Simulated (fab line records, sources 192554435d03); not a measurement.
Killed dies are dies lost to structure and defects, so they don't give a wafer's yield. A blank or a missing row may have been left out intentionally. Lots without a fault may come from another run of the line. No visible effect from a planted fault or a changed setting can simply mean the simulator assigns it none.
Matching of chambers :: flow n5 finfet :: 4 sister chambers for N5_BEOL_M8_CMP_52 on cmp-04
The step polishes, stops on SiCOH lowk, t overpolish 6.9 s, target thk 80 nm. 7 wafers are shown with their chamber, then 8 later ones without.

## WAFERS PAIRED WITH THEIR CHAMBERS
wafer: L083.1
chamber: 0
motor current A (A): 6.0
clearing platen down force psi (psi): 1.5038

wafer: L083.2
chamber: 3
motor current A (A): 6.4
clearing platen down force psi (psi): 1.5022

wafer: L083.4
chamber: 1
motor current A (A): 5.9
clearing platen down force psi (psi): 1.4964

wafer: L085.2
chamber: 1
motor current A (A): 6.2
clearing platen down force psi (psi): 1.5010

wafer: L085.3
chamber: 2
motor current A (A): 6.4
clearing platen down force psi (psi): 1.5048

wafer: L085.4
chamber: 0
motor current A (A): 5.4
clearing platen down force psi (psi): 1.5019

wafer: L092.1
chamber: 3
motor current A (A): 6.2
clearing platen down force psi (psi): 1.5014

## WAFERS WITHOUT THEIR CHAMBER
wafer: L092.4
motor current A (A): 6.5
clearing platen down force psi (psi): 1.5012

wafer: L092.6
motor current A (A): 5.7
clearing platen down force psi (psi): 1.4973

wafer: L090.2
motor current A (A): 6.3
clearing platen down force psi (psi): 1.5034

wafer: L090.5
motor current A (A): 6.1
clearing platen down force psi (psi): 1.5012

wafer: L090.6
motor current A (A): 5.6
clearing platen down force psi (psi): 1.5005

wafer: L095.1
motor current A (A): 6.5
clearing platen down force psi (psi): 1.4973

wafer: L095.2
motor current A (A): 6.6
clearing platen down force psi (psi): 1.4979

wafer: L095.4
motor current A (A): 5.8
clearing platen down force psi (psi): 1.5010

## THE CHAMBER EACH PASSED THROUGH
wafer: L092.4
from the rows above: can't be placed: 3 or 2 or 1
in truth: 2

wafer: L092.6
from the rows above: can't be placed: 1 or 0 or 3
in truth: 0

wafer: L090.2
from the rows above: can't be placed: 2 or 3 or 0 or 1
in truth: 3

wafer: L090.5
from the rows above: can't be placed: 3 or 1 or 0 or 2
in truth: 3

wafer: L090.6
from the rows above: can't be placed: 0 or 1 or 3
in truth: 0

wafer: L095.1
from the rows above: can't be placed: 1 or 3 or 2
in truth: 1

wafer: L095.2
from the rows above: can't be placed: 1 or 3 or 2 or 0
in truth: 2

wafer: L095.4
from the rows above: can't be placed: 0 or 1 or 3 or 2
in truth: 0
0 of 8 placed correctly. Can't be placed from these rows: 8 (the true chamber is among the candidates in 8). Placed wrongly: 0.
How it was worked out, from the rows above alone: a wafer's distance from a chamber is the root of the sum, over the readings, of the square of ((its reading less the chamber's mean) divided by the reading's scatter). The wafer belongs to the nearest chamber; if the next one is less than 2 further off, it can't be placed. The mean given for a chamber averages the wafers shown for that chamber. The scatter is the square root of a quotient: the sum, over the shown wafers, of each reading's squared deviation from its chamber's mean, divided by wafers minus chambers.
